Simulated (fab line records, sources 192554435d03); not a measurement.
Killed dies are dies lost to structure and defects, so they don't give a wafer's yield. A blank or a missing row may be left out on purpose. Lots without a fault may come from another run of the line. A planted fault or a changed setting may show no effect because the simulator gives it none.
Split-lot experiment | flow n5_finfet | 7 lots, 21 wafers read, on a route of 1938 steps

THE SPLIT
At N5_BEOL_M9_EXPOSE_25 (exposes mask V8), the setting dose_mj was moved away from the recipe's 37.25 on 8 of the 21 wafers read, by -5.2% to +7.2%. The other wafers ran this setting at the recipe's value.

FROM THE SPLIT TO THE READING: what the file shows between them, 2 steps
- N5_BEOL_M9_PEB_26: peb time 60 s
- N5_BEOL_M9_DEVELOP_27: develop time 30 s

THE READING
cd_nm, in nm, at N5_BEOL_M9_CD_MEAS_28 (target cd 70 nm). Fault-free wafers of this fab line usually give 69.96 nm, standard deviation 0.27 nm.

wafer  | tool, chamber at the split | dose_mj as run | against the recipe | cd_nm, nm | against lot-mates on the recipe
L083.3 | euv_scanner-02, 0          | 37.25          | recipe             | 69.60     | -
L083.4 | euv_scanner-02, 0          | 37.25          | recipe             | 70.41     | -
L083.6 | euv_scanner-02, 0          | 37.25          | recipe             | 69.55     | -
L090.1 | euv_scanner-02, 0          | 37.25          | recipe             | 70.13     | -
L090.2 | euv_scanner-02, 0          | 37.25          | recipe             | 69.99     | -
L090.6 | euv_scanner-02, 0          | 37.25          | recipe             | 69.94     | -
L091.2 | euv_scanner-01, 0          | 38.59          | +3.6%              | 71.04     | +1.27
L091.4 | euv_scanner-01, 0          | 37.25          | recipe             | 69.85     | -
L091.5 | euv_scanner-01, 0          | 37.25          | recipe             | 69.69     | -
L089.2 | euv_scanner-01, 0          | 39.94          | +7.2%              | 71.61     | no lot-mate on the recipe
L089.5 | euv_scanner-01, 0          | 39.94          | +7.2%              | 72.04     | no lot-mate on the recipe
L089.6 | euv_scanner-01, 0          | 39.94          | +7.2%              | 71.38     | no lot-mate on the recipe
L094.2 | euv_scanner-02, 0          | 35.86          | -3.7%              | 69.01     | -0.88
L094.4 | euv_scanner-02, 0          | 35.86          | -3.7%              | 69.53     | -0.36
L094.6 | euv_scanner-02, 0          | 37.25          | recipe             | 69.89     | -
L092.1 | euv_scanner-01, 0          | 37.25          | recipe             | 70.49     | -
L092.3 | euv_scanner-01, 0          | 35.31          | -5.2%              | 68.76     | -1.61
L092.5 | euv_scanner-01, 0          | 37.25          | recipe             | 70.26     | -
L097.1 | euv_scanner-01, 0          | 38.78          | +4.1%              | 70.48     | +0.92
L097.2 | euv_scanner-01, 0          | 37.25          | recipe             | 69.82     | -
L097.4 | euv_scanner-01, 0          | 37.25          | recipe             | 69.30     | -

THE FIT
A straight line over all 21 wafers: cd_nm changes by +0.227 nm for each +1% of dose_mj; r = +0.92; the points scatter about the line by 0.33 nm.
The same after taking each lot's own level away (the mean of its wafers on the recipe; 18 wafers): +0.254 nm for each +1%; r = +0.90; scatter 0.28 nm.
On that fit, the largest move of dose_mj shifts the reading by 1.8 nm.
The lots' own levels span 69.560 to 70.375 nm, that is 3.0 times the standard deviation above.
So the lot-to-lot level changes the slope: the two fits differ.
Check: with one of the wafers moved furthest among these (-5.2%) left out of the fit, the line predicts -1.12 nm for it against its lot-mates. It came out at -1.61 nm against them.

OTHER SPLITS ON THESE WAFERS
These wafers also went through other splits before the reading. Each is held against what the fit with the lots' levels taken away leaves over:
other split on the same wafers | wafers away from the commonest value | r with cd_nm (lot level and that fit taken away)
N5_BEOL_M9_COAT_60 spin_rpm    | 3                                    | -0.07
N5_BEOL_M9_COAT_22 spin_rpm    | 4                                    | -0.21

THE FILE'S OWN FIT
cd_nm changes by +0.269 nm for each +1% of dose_mj, r = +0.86.
